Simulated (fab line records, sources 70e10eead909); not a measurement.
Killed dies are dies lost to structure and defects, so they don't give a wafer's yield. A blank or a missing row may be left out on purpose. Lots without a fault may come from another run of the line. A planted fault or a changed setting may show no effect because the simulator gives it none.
Chamber matching | flow nand_harc | NHARC_P_ZERO_WELL_DESCUM_54 on rie_diel-03: 4 sister chambers
The step chemistry O2, time 3 s. 16 wafers are shown with their chamber, then 8 later ones without.

WAFERS WITH THEIR CHAMBER
wafer  | chamber | drypump_motor_current_A (A) | showerhead_plenum_p_Torr (Torr) | oes_product_au (a.u.)
L479.1 | 0       | 5.8                         | 1.89                            | 0.996
L479.2 | 3       | 5.5                         | 1.94                            | 1.009
L479.4 | 1       | 5.4                         | 1.95                            | 0.990
L482.2 | 1       | 5.4                         | 1.95                            | 0.996
L482.3 | 2       | 6.1                         | 1.85                            | 0.989
L482.5 | 3       | 5.5                         | 1.94                            | 1.001
L483.3 | 2       | 6.1                         | 1.85                            | 0.993
L483.4 | 1       | 5.4                         | 1.95                            | 0.993
L483.6 | 2       | 6.1                         | 1.85                            | 0.999
L484.4 | 2       | 6.1                         | 1.85                            | 0.988
L484.5 | 3       | 5.6                         | 1.94                            | 1.005
L484.6 | 2       | 6.1                         | 1.85                            | 0.997
L492.1 | 1       | 5.4                         | 1.94                            | 0.988
L492.2 | 0       | 5.8                         | 1.88                            | 0.993
L492.4 | 3       | 5.6                         | 1.93                            | 1.004
L493.3 | 0       | 5.8                         | 1.88                            | 1.000

SIGNATURES (means of the wafers above)
reading                  | chamber 0 | chamber 1 | chamber 2 | chamber 3 | scatter within a chamber
drypump_motor_current_A  | 5.800     | 5.400     | 6.100     | 5.550     | 0.0289
showerhead_plenum_p_Torr | 1.8833    | 1.9475    | 1.8500    | 1.9375    | 0.00425
oes_product_au           | 0.99633   | 0.99175   | 0.99320   | 1.00475   | 0.00395
Rule: a wafer's distance from a chamber is the root of the sum, over the readings, of the square of ((its reading less the chamber's mean) divided by the reading's scatter). The wafer belongs to the nearest chamber; if the next one is less than 2 further off, it can't be placed. The scatter: the root of (the sum of the squares of (reading less its chamber's mean) over the shown wafers, divided by (wafers less chambers)).

WAFERS WITHOUT THEIR CHAMBER
wafer  | drypump_motor_current_A (A) | showerhead_plenum_p_Torr (Torr) | oes_product_au (a.u.)
L493.4 | 6.0                         | 1.84                            | 0.997
L493.5 | 5.8                         | 1.88                            | 0.993
L499.1 | 5.4                         | 1.93                            | 0.996
L499.2 | 6.0                         | 1.83                            | 0.990
L499.5 | 5.6                         | 1.92                            | 0.995
L501.2 | 5.5                         | 1.92                            | 1.006
L501.3 | 6.0                         | 1.83                            | 0.994
L501.6 | 5.5                         | 1.92                            | 1.001

WHICH CHAMBER EACH WENT THROUGH
wafer  | from the rows above     | in truth
L493.4 | 2                       | 2
L493.5 | 0                       | 0
L499.1 | can't be placed: 1 or 3 | 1
L499.2 | 2                       | 2
L499.5 | 3                       | 3
L501.2 | 3                       | 3
L501.3 | 2                       | 2
L501.6 | 3                       | 3
Placed correctly: 7 of 8. Can't be placed from these rows: 1 (the true chamber is among the candidates in 1). Placed wrongly: 0.
